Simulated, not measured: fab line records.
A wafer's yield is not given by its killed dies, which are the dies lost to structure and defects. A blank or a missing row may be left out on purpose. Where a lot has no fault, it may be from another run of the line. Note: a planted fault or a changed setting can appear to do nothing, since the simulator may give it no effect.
fab line records | flow n5-finfet
[record] lots = 24 wafers = 72 last-day = 18
route steps=1938 shown BEOL_M0@746 BEOL_M1@787 BEOL_M2@854
lots that met no fault: taken from a fault-free run of the same line
start-h: hours from the record's first day to the start of the lot's first wafer shown | wait-h: hours elapsed since this lot's preceding step | " same as the row above | L1.1+2: a single row standing in for several wafers | - value missing, or start not given | * or withheld: withheld | < > ~ a bound
route shown NAME@n: a module of which the file shows steps, and the number in the route of the first | usual: mean and standard deviation over wafers with no fault | same: alike in all rows | chamber/n: place in a boat | sites: the reading at each site | _std_site: the values' standard deviation | _edge_site: inner sites' mean taken away from outer sites' mean | radius-mm: how far each site lies from the wafer's centre | mask NAME#n: copy n | behind: tool/chamber where the wafer was last shaped | hold: why the lot was held/for how many hours/how that ended | device: which transistor (n, p or np) failed to switch | end of line: tests of these same wafers at the route's end | where a step has no rows: the recipe by itself | killed: dies that structure and defects cost at the first sort, which is not the same as the wafer's yield | map: shows each die of a wafer: x if killed, . if not, _ if none is there
set.NAME: the setting the step ran with; set.NAME@STEP: the setting that earlier step ran with | model.NAME: the simulator's own value behind a step, which no gauge read
one table for each step of the route and one row for each wafer, over a sample of lots
services: when a tool's chamber went out of use (start-h, in hours from the record's first day, below 0 if earlier), for how many hours, and the reason
[[steps]]
[step N5_BEOL_M0_CO_CAP_123]
[recipe] material = Co target-thk-a = 20 temp-c = 200 precursor = CCTBA/H2 pressure-torr = 30 time-s = 102.1
[usual] heater-power-w = 241/17
// columns lot.wafer tool chamber start-h wait-h heater-power-w
L074.1 cvd-co-01 0 121.38 0.0 218
L074.2 " 2 " " 262
L074.5 " 2 " " 262
L075.1 cvd-co-01 0 128.87 0.0 217
L075.2 " 2 " " 258
L075.3 " 2 " " 262
L076.3 cvd-co-02 0 132.84 0.0 244
L076.4 " 0 " " 244
L076.6 " 1 " " 253
L077.4 cvd-co-01 2 141.41 0.0 261
L077.5 " 0 " " 217
L077.6 " 1 " " 230
L078.4 cvd-co-01 2 146.95 0.1 259
L078.5 " 1 " " 235
L078.6 " 2 " " 263
L079.2 cvd-co-01 2 154.49 0.0 263
L079.4 " 2 " " 262
L079.6 " 1 " " 227
L080.1 cvd-co-01 2 158.97 0.0 268
L080.4 " 0 " " 216
L080.5 " 1 " " 229
L081.3 cvd-co-01 1 166.39 0.0 231
L081.5 " 1 " " 234
L081.6 " 0 " " 216
L082.1 cvd-co-02 2 167.42 0.0 235
L082.3 " 1 " " 257
L082.5 " 1 " " 259
L083.2 cvd-co-01 0 180.50 0.0 217
L083.5 " 2 " " 265
L083.6 " 1 " " 233
L084.1 cvd-co-02 2 180.60 0.0 235
L084.3 " 1 " " 251
L084.6 " 2 " " 237
L085.1 cvd-co-01 1 188.15 0.0 230
L085.2 " 2 " " 265
L085.3 " 0 " " 214
L086.3 cvd-co-02 0 198.39 0.0 243
L086.4 " 1 " " 256
L086.5 " 2 " " 235
L087.2 cvd-co-01 2 198.45 0.0 264
L087.3 " 0 " " 219
L087.6 " 1 " " 234
L088.2 cvd-co-02 2 204.80 0.0 235
L088.4 " 2 " " 229
L088.6 " 0 " " 245
L090.1 cvd-co-01 1 222.04 0.0 234
L090.2 " 0 " " 219
L090.6 " 0 " " 222
L091.1 cvd-co-02 2 223.84 0.0 234
L091.4 " 2 " " 239
L091.6 " 0 " " 245
L089.2 cvd-co-02 0 224.17 0.0 248
L089.3 " 1 " " 252
L089.6 " 1 " " 245
L092.3 cvd-co-01 2 230.51 0.0 257
L092.4 " 2 " " 269
L092.6 " 0 " " 220
L093.1 cvd-co-01 0 235.76 0.0 224
L093.3 " 1 " " 229
L093.4 " 2 " " 267
L094.1 cvd-co-01 2 241.98 0.0 268
L094.5 " 1 " " 236
L094.6 " 0 " " 216
L095.2 cvd-co-01 2 248.47 0.0 260
L095.5 " 0 " " 217
L095.6 " 2 " " 264
L096.1 cvd-co-02 0 259.48 0.0 245
L096.2 " 2 " " 234
L096.3 " 1 " " 253
L097.1 cvd-co-01 2 261.09 0.0 263
L097.2 " 1 " " 230
L097.4 " 1 " " 238
[step N5_BEOL_M0_DEP_125]
[recipe] material = SiCN target-thk-a = 80 temp-c = withheld precursor = 3MS/NH3 pressure-torr = 3 rf-w = 202 time-s = 14
[usual] showerhead-plenum-p-Torr = 3.669/0.01 throttle-valve-pct = 8.9/0.6
// columns lot.wafer tool chamber start-h wait-h showerhead-plenum-p-Torr throttle-valve-pct
L074.1 pecvd-01 1 121.53 0.0 3.643 9.0
L074.2 " 2 " " 3.670 8.6
L074.5 " 1 " " 3.649 8.8
L075.1 pecvd-03 1 129.03 0.0 3.678 8.8
L075.2 " 2 " " 3.672 7.8
L075.3 " 0 " " 3.672 8.8
L076.3 pecvd-03 1 132.96 0.0 3.685 9.0
L076.4 " 1 " " 3.680 9.1
L076.6 " 2 " " 3.665 8.2
L077.4 pecvd-01 0 141.51 0.0 3.667 9.9
L077.5 " 2 " " 3.680 8.9
L077.6 " 1 " " 3.648 9.3
L078.4 pecvd-03 0 147.08 0.0 3.676 8.5
L078.5 " 1 " " 3.693 9.1
L078.6 " 2 " " 3.663 7.9
L079.2 pecvd-01 0 154.62 0.0 3.662 9.8
L079.4 " 0 " " 3.651 10.1
L079.6 " 0 " " 3.670 10.1
L080.1 pecvd-03 0 159.08 0.0 3.669 8.7
L080.4 " 1 " " 3.686 9.1
L080.5 " 2 " " 3.664 8.0
L081.3 pecvd-04 0 166.50 0.0 3.668 9.9
L081.5 " 1 " " 3.667 8.3
L081.6 " 2 " " 3.670 8.3
L082.1 pecvd-04 0 167.54 0.0 3.666 9.8
L082.3 " 2 " " 3.671 8.7
L082.5 " 1 " " 3.669 8.7
L083.2 pecvd-04 0 180.61 0.0 3.674 9.9
L083.5 " 2 " " 3.668 8.5
L083.6 " 0 " " 3.673 10.0
L084.1 pecvd-03 1 180.72 0.0 3.682 8.9
L084.3 " 2 " " 3.670 8.1
L084.6 " 0 " " 3.662 8.7
L085.1 pecvd-03 0 188.27 0.0 3.671 8.5
L085.2 " 2 " " 3.671 8.2
L085.3 " 1 " " 3.686 8.9
L086.3 pecvd-04 1 198.50 0.0 3.671 8.7
L086.4 " 0 " " 3.668 9.9
L086.5 " 2 " " 3.667 8.8
L087.2 pecvd-03 0 198.57 0.0 3.675 8.6
L087.3 " 2 " " 3.670 8.1
L087.6 " 2 " " 3.671 8.1
L088.2 pecvd-01 1 204.91 0.0 3.646 8.7
L088.4 " 0 " " 3.658 9.9
L088.6 " 1 " " 3.651 9.1
L090.1 pecvd-01 2 222.16 0.0 3.670 9.1
L090.2 " 0 " " 3.659 9.9
L090.6 " 1 " " 3.646 8.8
L091.1 pecvd-04 0 223.97 0.0 3.668 10.0
L091.4 " 1 " " 3.665 8.6
L091.6 " 0 " " 3.666 10.0
L089.2 pecvd-04 0 224.29 0.0 3.665 9.6
L089.3 " 1 " " 3.679 8.6
L089.6 " 2 " " 3.679 8.5
L092.3 pecvd-04 2 230.63 0.0 3.670 8.5
L092.4 " 0 " " 3.658 9.9
L092.6 " 1 " " 3.676 8.7
L093.1 pecvd-04 2 235.87 0.0 3.671 8.8
L093.3 " 0 " " 3.668 9.8
L093.4 " 1 " " 3.678 8.7
L094.1 pecvd-04 1 242.09 0.0 3.671 8.5
L094.5 " 1 " " 3.666 8.7
L094.6 " 2 " " 3.669 8.4
L095.2 pecvd-03 2 248.59 0.0 3.667 8.1
L095.5 " 0 " " 3.680 8.8
L095.6 " 1 " " 3.685 9.0
L096.1 pecvd-04 1 259.60 0.0 3.674 8.5
L096.2 " 2 " " 3.673 8.1
L096.3 " 0 " " 3.667 10.0
L097.1 pecvd-04 1 261.21 0.0 3.671 8.7
L097.2 " 2 " " 3.664 8.4
L097.4 " 0 " " 3.667 10.1
[step N5_BEOL_M1_OVL_MEAS_29]
[recipe] points-per-wafer = 522
[usual] V0_OVL = 0.5/0.73
// columns lot.wafer tool chamber start-h wait-h V0_OVL[nm]
L074.1 overlay-01 0 125.31 0.0 0.8
L074.2 " 0 " " 1.0
L074.5 " 0 " " 1.7
L075.1 overlay-01 0 130.73 0.0 0.3
L075.2 " 0 " " 0.0
L075.3 " 0 " " -0.1
L076.3 overlay-02 0 134.55 0.0 0.8
L076.4 " 0 " " 1.3
L076.6 " 0 " " 1.4
L077.4 overlay-01 0 148.59 0.0 0.4
L077.5 " 0 " " 1.0
L077.6 " 0 " " 1.1
L078.4 overlay-01 0 152.58 0.0 1.3
L078.5 " 0 " " 0.5
L078.6 " 0 " " 1.1
L079.2 overlay-01 0 157.20 0.0 0.1
L079.4 " 0 " " 0.2
L079.6 " 0 " " -0.2
L080.1 overlay-01 0 162.70 0.0 2.1
L080.4 " 0 " " 0.6
L080.5 " 0 " " 1.0
L081.3 overlay-01 0 168.56 0.0 1.2
L081.5 " 0 " " 0.6
L081.6 " 0 " " 1.7
L082.1 overlay-01 0 169.17 0.0 0.8
L082.3 " 0 " " 1.3
L082.5 " 0 " " -0.1
L083.2 overlay-01 0 184.06 0.0 1.2
L083.5 " 0 " " 0.7
L083.6 " 0 " " 0.2
L084.1 overlay-02 0 184.29 0.0 -1.4
L084.3 " 0 " " -0.4
L084.6 " 0 " " -1.0
L085.1 overlay-02 0 190.92 0.0 0.9
L085.2 " 0 " " -0.5
L085.3 " 0 " " 0.1
L086.3 overlay-02 0 201.70 0.0 1.2
L086.4 " 0 " " 0.2
L086.5 " 0 " " 1.1
L087.2 overlay-02 0 201.79 0.0 0.4
L087.3 " 0 " " -0.1
L087.6 " 0 " " -0.2
L088.2 overlay-02 0 208.42 0.0 1.3
L088.4 " 0 " " 1.5
L088.6 " 0 " " 2.0
L090.1 overlay-01 0 223.90 0.0 2.0
L090.2 " 0 " " 1.2
L090.6 " 0 " " 1.4
L091.1 overlay-02 0 228.32 0.0 0.4
L091.4 " 0 " " 0.6
L091.6 " 0 " " 0.1
L089.2 overlay-01 0 228.71 0.0 1.6
L089.3 " 0 " " -0.6
L089.6 " 0 " " 0.7
L092.3 overlay-02 0 234.87 0.0 -0.6
L092.4 " 0 " " 0.9
L092.6 " 0 " " 0.7
L093.1 overlay-01 0 238.66 0.0 -0.8
L093.3 " 0 " " -1.2
L093.4 " 0 " " 0.4
L094.1 overlay-01 0 245.40 0.0 0.7
L094.5 " 0 " " 1.0
L094.6 " 0 " " 0.9
L095.2 overlay-02 0 253.67 0.0 0.7
L095.5 " 0 " " 0.7
L095.6 " 0 " " 0.9
L096.1 overlay-01 0 263.21 0.0 -0.1
L096.2 " 0 " " -0.6
L096.3 " 0 " " 0.4
L097.1 overlay-02 0 263.54 0.0 0.5
L097.2 " 0 " " 0.6
L097.4 " 0 " " -0.7
[step N5_BEOL_M1_ANNEAL_91]
[recipe] temp-c = 400 time-s = 240 ambient = vacuum
[usual] heater-power-w = 842/94
// columns lot.wafer tool chamber start-h wait-h heater-power-w
L074.1 pvd-sputter-02 - 130.39 0.0 770
L074.2 " - " " 725
L074.5 " - " " 869
L075.1 pvd-sputter-03 - 134.29 0.0 940
L075.2 " - " " 747
L075.3 " - " " 842
L076.3 pvd-sputter-01 - 145.29 0.0 868
L076.4 " - " " 605
L076.6 " - " " 937
L077.4 pvd-sputter-02 - 156.83 0.1 950
L077.5 " - " " 912
L077.6 " - " " 733
L078.4 pvd-sputter-02 - 161.53 0.1 873
L078.5 " - " " 933
L078.6 " - " " 744
L079.2 pvd-sputter-02 - 163.58 0.0 738
L079.4 " - " " 883
L079.6 " - " " 730
L080.1 pvd-sputter-02 - 165.86 0.0 923
L080.4 " - " " 889
L080.5 " - " " 932
L081.3 pvd-sputter-01 - 174.74 0.0 867
L081.5 " - " " 947
L081.6 " - " " 622
L082.1 pvd-sputter-02 - 178.58 0.0 775
L082.3 " - " " 876
L082.5 " - " " 938
L084.1 pvd-sputter-02 - 188.38 0.0 925
L084.3 " - " " 888
L084.6 " - " " 887
L083.2 pvd-sputter-03 - 188.62 0.0 751
L083.5 " - " " 933
L083.6 " - " " 914
L085.1 pvd-sputter-02 - 199.33 0.0 927
L085.2 " - " " 734
L085.3 " - " " 780
L086.3 pvd-sputter-01 - 206.21 0.0 621
L086.4 " - " " 950
L086.5 " - " " 949
L087.2 pvd-sputter-02 - 209.55 0.0 901
L087.3 " - " " 931
L087.6 " - " " 744
L088.2 pvd-sputter-03 - 215.11 0.0 898
L088.4 " - " " 857
L088.6 " - " " 925
L090.1 pvd-sputter-02 - 231.51 0.0 714
L090.2 " - " " 775
L090.6 " - " " 729
L091.1 pvd-sputter-03 - 236.27 0.0 862
L091.4 " - " " 727
L091.6 " - " " 860
L089.2 pvd-sputter-02 - 236.39 0.0 763
L089.3 " - " " 954
L089.6 " - " " 765
L092.3 pvd-sputter-02 - 239.89 0.0 936
L092.4 " - " " 741
L092.6 " - " " 935
L093.1 pvd-sputter-02 - 242.89 0.0 881
L093.3 " - " " 729
L093.4 " - " " 946
L094.1 pvd-sputter-03 - 255.06 0.0 939
L094.5 " - " " 744
L094.6 " - " " 940
L095.2 pvd-sputter-03 - 264.08 0.0 846
L095.5 " - " " 868
L095.6 " - " " 767
L096.1 pvd-sputter-01 - 267.24 0.0 882
L096.2 " - " " 942
L096.3 " - " " 832
L097.1 pvd-sputter-03 - 274.71 0.0 871
L097.2 " - " " 918
L097.4 " - " " 751
[step N5_BEOL_M1_CO_CAP_55]
[recipe] material = Co target-thk-a = 20 temp-c = 200 precursor = CCTBA/H2 pressure-torr = 30 time-s = 102.1
[usual] heater-power-w = 241/16
// columns lot.wafer tool chamber start-h wait-h heater-power-w
L074.1 cvd-co-02 2 132.03 0.0 233
L074.2 " 0 " " 239
L074.5 " 0 " " 239
L075.1 cvd-co-02 0 135.73 0.0 242
L075.2 " 1 " " 247
L075.3 " 2 " " 240
L076.3 cvd-co-02 2 146.73 0.0 228
L076.4 " 2 " " 240
L076.6 " 1 " " 253
L077.4 cvd-co-01 2 160.92 0.0 265
L077.5 " 1 " " 240
L077.6 " 0 " " 222
L078.4 cvd-co-02 1 164.08 0.0 256
L078.5 " 2 " " 238
L078.6 " 0 " " 238
L079.2 cvd-co-01 2 165.29 0.0 269
L079.4 " 0 " " 213
L079.6 " 1 " " 235
L080.1 cvd-co-01 2 167.59 0.0 264
L080.4 " 1 " " 228
L080.5 " 0 " " 219
L081.3 cvd-co-02 2 176.19 0.0 238
L081.5 " 1 " " 255
L081.6 " 0 " " 247
L082.1 cvd-co-01 0 180.06 0.0 218
L082.3 " 2 " " 271
L082.5 " 1 " " 229
L084.1 cvd-co-02 0 189.82 0.0 238
L084.3 " 1 " " 251
L084.6 " 0 " " 243
L083.2 cvd-co-02 2 190.09 0.0 232
L083.5 " 2 " " 232
L083.6 " 1 " " 256
L085.1 cvd-co-02 0 200.77 0.0 240
L085.2 " 2 " " 235
L085.3 " 1 " " 253
L086.3 cvd-co-01 2 207.73 0.0 268
L086.4 " 1 " " 233
L086.5 " 0 " " 218
L087.2 cvd-co-01 0 211.01 0.0 218
L087.3 " 1 " " 234
L087.6 " 0 " " 219
L088.2 cvd-co-01 2 216.55 0.0 265
L088.4 " 1 " " 234
L088.6 " 2 " " 263
L090.1 cvd-co-01 2 232.95 0.0 270
L090.2 " 0 " " 222
L090.6 " 1 " " 232
L091.1 cvd-co-01 2 237.80 0.0 263
L091.4 " 0 " " 219
L091.6 " 1 " " 234
L089.2 cvd-co-01 2 237.91 0.0 263
L089.3 " 1 " " 233
L089.6 " 0 " " 219
L092.3 cvd-co-01 1 241.34 0.0 234
L092.4 " 1 " " 235
L092.6 " 2 " " 268
L093.1 cvd-co-01 2 244.34 0.0 268
L093.3 " 1 " " 235
L093.4 " 2 " " 262
L094.1 cvd-co-02 1 256.71 0.0 253
L094.5 " 1 " " 254
L094.6 " 0 " " 248
L095.2 cvd-co-01 0 265.52 0.0 210
L095.5 " 0 " " 218
L095.6 " 1 " " 233
L096.1 cvd-co-02 0 268.78 0.0 246
L096.2 " 2 " " 237
L096.3 " 1 " " 256
L097.1 cvd-co-02 2 276.16 0.0 236
L097.2 " 1 " " 250
L097.4 " 1 " " 251
[step N5_BEOL_M2_CD_MEAS_11]
[recipe] target-cd-nm = 16.79 landing-energy-ev = 500 detector = se-inlens polarity = opening
[usual] cd-nm = 16.78/0.23
// columns lot.wafer tool chamber start-h wait-h cd-nm
L074.1 cd-sem-02 0 132.97 - 16.84
L074.2 " 0 " " 16.95
L074.5 " 0 " " 16.72
L075.1 cd-sem-03 0 136.57 - 16.74
L075.2 " 0 " " 17.12
L075.3 " 0 " " 17.20
L076.3 cd-sem-03 0 148.33 - 16.85
L076.4 " 0 " " 17.02
L076.6 " 0 " " 17.03
L077.4 cd-sem-01 0 164.18 - 16.74
L077.5 " 0 " " 16.88
L077.6 " 0 " " 16.54
L078.4 cd-sem-02 0 165.16 - 16.58
L078.5 " 0 " " 16.71
L078.6 " 0 " " 16.32
L079.2 cd-sem-03 0 166.42 - 16.48
L079.4 " 0 " " 16.70
L079.6 " 0 " " 16.51
L080.1 cd-sem-01 0 170.13 - 16.96
L080.4 " 0 " " 16.68
L080.5 " 0 " " 16.73
L081.3 cd-sem-02 0 177.33 - 16.87
L081.5 " 0 " " 16.52
L081.6 " 0 " " 17.19
L082.1 cd-sem-01 0 183.10 - 17.31
L082.3 " 0 " " 17.27
L082.5 " 0 " " 17.12
L084.1 cd-sem-02 0 191.39 - 16.60
L084.3 " 0 " " 16.98
L084.6 " 0 " " 16.59
L083.2 cd-sem-01 0 191.71 - 16.58
L083.5 " 0 " " 16.47
L083.6 " 0 " " 16.73
L085.1 cd-sem-02 0 204.35 - 16.52
L085.2 " 0 " " 16.70
L085.3 " 0 " " 16.56
L086.3 cd-sem-01 0 208.60 - 16.92
L086.4 " 0 " " 16.31
L086.5 " 0 " " 16.88
L087.2 cd-sem-01 0 212.94 - 16.51
L087.3 " 0 " " 16.80
L087.6 " 0 " " 17.17
L088.2 cd-sem-03 0 221.17 - 17.16
L088.4 " 0 " " 16.85
L088.6 " 0 " " 16.92
L090.1 cd-sem-03 0 234.05 - 16.83
L090.2 " 0 " " 16.66
L090.6 " 0 " " 16.70
L091.1 cd-sem-03 0 240.41 - 16.98
L091.4 " 0 " " 16.58
L091.6 " 0 " " 17.13
L089.2 cd-sem-02 0 240.51 - 16.39
L089.3 " 0 " " 16.58
L089.6 " 0 " " 16.35
L092.3 cd-sem-02 0 244.05 - 16.69
L092.4 " 0 " " 16.62
L092.6 " 0 " " 16.59
L093.1 cd-sem-02 0 247.83 - 17.15
L093.3 " 0 " " 16.93
L093.4 " 0 " " 17.06
L094.1 cd-sem-01 0 258.39 - 16.97
L094.5 " 0 " " 17.04
L094.6 " 0 " " 16.80
L095.2 cd-sem-01 0 267.68 - 16.85
L095.5 " 0 " " 16.84
L095.6 " 0 " " 16.99
L096.1 cd-sem-03 0 271.49 - 16.65
L096.2 " 0 " " 16.64
L096.3 " 0 " " 16.94
L097.1 cd-sem-03 0 277.57 - 16.67
L097.2 " 0 " " 16.39
L097.4 " 0 " " 16.54
[[services]]
// columns tool chamber start-h hours kind
cvd-co-01 1 114.67 - clean
cvd-co-01 1 114.67 22.0 scheduled-down
cvd-co-01 1 114.67 22.0 vent-cycle
pecvd-03 1 122.13 5.5 scheduled-down
cvd-co-01 0 141.91 7.2 repair
pvd-sputter-01 - 141.96 1.9 repair
pecvd-01 2 153.56 4.9 repair
pecvd-01 1 155.27 2.1 scheduled-down
pecvd-03 1 194.71 2.1 scheduled-down
pecvd-03 0 229.88 2.1 scheduled-down
cvd-co-02 - 231.43 0.3 repair
pecvd-01 2 244.65 5.5 scheduled-down
pecvd-01 - 256.49 0.9 repair
pecvd-03 2 257.80 5.5 scheduled-down
pecvd-01 0 266.89 2.1 scheduled-down
[[key]]
fault none
